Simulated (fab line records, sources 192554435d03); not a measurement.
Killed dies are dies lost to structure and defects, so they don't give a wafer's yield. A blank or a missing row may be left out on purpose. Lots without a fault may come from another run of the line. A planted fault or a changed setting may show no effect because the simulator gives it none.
Problem report in the 8D (eight disciplines) form, filled by code | flow n5_finfet | the parts of the form that need people (team, actions taken, sign-off) are left out

1. THE PROBLEM
h2_flow_sccm at N5_BEOL_M12_STRIP_37 reads a mean of 3575 sccm on 3 wafers of 2 lots; wafers without a fault read 3250 sccm with a standard deviation of 11. That is +30 standard deviations from the usual mean.
The step: strips in N2/H2.
First seen on wafer L193.2, day 18 20:27, on plasma_asher-01. The record holds 32 wafers of 11 lots with a number at this step. Rule for "out", or "out of limits": more than 4 standard deviations from the usual mean. The other wafers with a number count as sound.

2. WHAT IT IS AND WHAT IT IS NOT
question                    | is                     | is not
which readings at this step | h2_flow_sccm           | drypump_motor_current_A, heater_power_w, oes_product_au
which lots                  | L193, L194             | L180, L181, L182, L183, L184, L186, L188, L199, L200
which wafers of those lots  | L193.2, L194.2, L194.6 | L193.1, L193.6, L194.5
read on which tools         | plasma_asher-01        | plasma_asher-02
when                        | from day 18 20:27      | up to then (22 sound wafers); but 7 sound wafers of L194, L199, L200 came after

3. SUSPECTS, AND WHAT RULES EACH OUT
Counting: a tool at a process step up to the reading stays a suspect if it ran every lot that is out. Sound lots after the first of them don't rule it out here, since some wafers of a struck lot are sound.
- rie_diel-03 at N5_BEOL_M12_ETCH_67 (etches SiARC in CF4, target depth 143 nm, time 238.3 s): kept. It ran every lot that is out, first L193 (day 18 19:56); its last sound lot up to then is L183 (day 14 14:38).
- plasma_asher-01 at N5_BEOL_M12_STRIP_37 (strips in N2/H2): kept. It ran every lot that is out, first L193 (day 18 20:27); its last sound lot up to then is L188 (day 16 01:20). Its own readings are out on those wafers: h2_flow_sccm.
- Within plasma_asher-01 at N5_BEOL_M12_STRIP_37: the wafers that are out ran in chamber 1; their sound lot-mates ran in chamber 0.
Left after counting: rie_diel-03 at N5_BEOL_M12_ETCH_67, plasma_asher-01 at N5_BEOL_M12_STRIP_37.

4. THE CAUSE (what the simulator had put in)
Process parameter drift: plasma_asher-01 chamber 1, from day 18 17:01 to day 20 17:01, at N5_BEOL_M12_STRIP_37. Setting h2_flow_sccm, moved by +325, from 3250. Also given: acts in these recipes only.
Counting left 2 suspects, and this tool is among them.

5. THE CHAIN OF EFFECTS, in route order
Each row: a reading whose mean over the struck wafers that have a number lies more than 3 standard deviations from the usual. Only readings for which the record gives a usual standard deviation are gone through. hours: the time from each lot's start at the first step in this table that gives one to its start at this step, as a median over the lots. sigmas: the change in usual standard deviations.
hours | step                 | reading      | usual     | on struck wafers | change | sigmas
0     | N5_BEOL_M12_STRIP_37 | h2_flow_sccm | 3250 sccm | 3575             | +325   | +30
The process steps in it:
- N5_BEOL_M12_STRIP_37: strips in N2/H2.

6. WHAT WOULD HAVE CAUGHT IT SOONER
In this record the first reading out of limits was taken at day 18 20:27, 3 hours after the fault began at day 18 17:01.
